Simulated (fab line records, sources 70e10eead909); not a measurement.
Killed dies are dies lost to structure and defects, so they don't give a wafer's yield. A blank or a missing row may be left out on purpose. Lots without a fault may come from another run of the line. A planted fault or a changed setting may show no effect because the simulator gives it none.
Problem report in the 8D (eight disciplines) form, filled by code | flow nand_harc | the parts of the form that need people (team, actions taken, sign-off) are left out

1. THE PROBLEM
oes_product_au at NHARC_P_CONTACT_ETCH_35 reads a mean of 0.854 a.u. on 6 wafers of 2 lots; wafers without a fault read 1.001 a.u. with a standard deviation of 0.0095. That is -15 standard deviations from the usual mean.
The step: etches the open film in CF4, target depth 39 nm, time 65 s.
First seen on wafer L663.2, day 10 16:36, on rie_diel-06. The record holds 36 wafers of 12 lots with a number at this step. Rule for "out", or "out of limits": more than 4 standard deviations from the usual mean. The other wafers with a number count as sound.

2. WHAT IT IS AND WHAT IT IS NOT
question                    | is                     | is not
which readings at this step | oes_product_au         | drypump_motor_current_A, showerhead_plenum_p_Torr, throttle_valve_pct
which lots                  | L663, L665             | L651, L652, L654, L655, L656, L660, L666, L668, L671, L674
which wafers of those lots  | all that have a number | -
read on which tools         | rie_diel-06            | rie_diel-02, rie_diel-05
when                        | from day 10 16:36      | up to then (18 sound wafers); but 12 sound wafers of L666, L668, L671, L674 came after

3. SUSPECTS, AND WHAT RULES EACH OUT
Counting: a tool at a process step up to the reading stays a suspect if it ran every lot that is out and no sound lot after the first of them.
- plasma_asher-01 at NHARC_P_GATE_STRIP_113 (strips in N2/H2, time 740 s): ruled out as a lasting fault. Sound lots L668 ran on it after its first lot that is out, L663 (day 10 12:17).
- plasma_asher-01 at NHARC_P_GATE_STRIP_95 (strips in O2): ruled out as a lasting fault. Sound lots L668 ran on it after its first lot that is out, L663 (day 10 13:00).
- rie_diel-06 at NHARC_P_CONTACT_ETCH_35 (etches the open film in CF4, target depth 39 nm, time 65 s): kept. It ran every lot that is out, first L663 (day 10 16:36), and no sound lot after that; its last sound lot up to then is L660 (day 9 17:55). Its own readings are out on those wafers: oes_product_au.
Left after counting: rie_diel-06 at NHARC_P_CONTACT_ETCH_35.

4. THE CAUSE (what the simulator had put in)
Process parameter drift: rie_diel-06, from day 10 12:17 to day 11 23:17, at NHARC_P_CONTACT_ETCH_35. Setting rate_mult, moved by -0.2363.
Counting left only this tool.

5. THE CHAIN OF EFFECTS, in route order
Each row: a reading whose mean over the struck wafers that have a number lies more than 3 standard deviations from the usual. Only readings for which the record gives a usual standard deviation are gone through. hours: the time from each lot's start at the first step in this table that gives one to its start at this step, as a median over the lots. sigmas: the change in usual standard deviations.
hours | step                    | reading        | usual      | on struck wafers | change | sigmas
0     | NHARC_P_CONTACT_ETCH_35 | oes_product_au | 1.001 a.u. | 0.854            | -0.147 | -15
The process steps in it:
- NHARC_P_CONTACT_ETCH_35: etches the open film in CF4, target depth 39 nm, time 65 s.
Later measuring or inspecting steps at which every struck wafer that the step has a row for has a number for every such reading, and none has moved that far: NHARC_END_SORT_01.

6. WHAT WOULD HAVE CAUGHT IT SOONER
In this record the first reading out of limits was taken at day 10 16:36, 4 hours after the fault began at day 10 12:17.
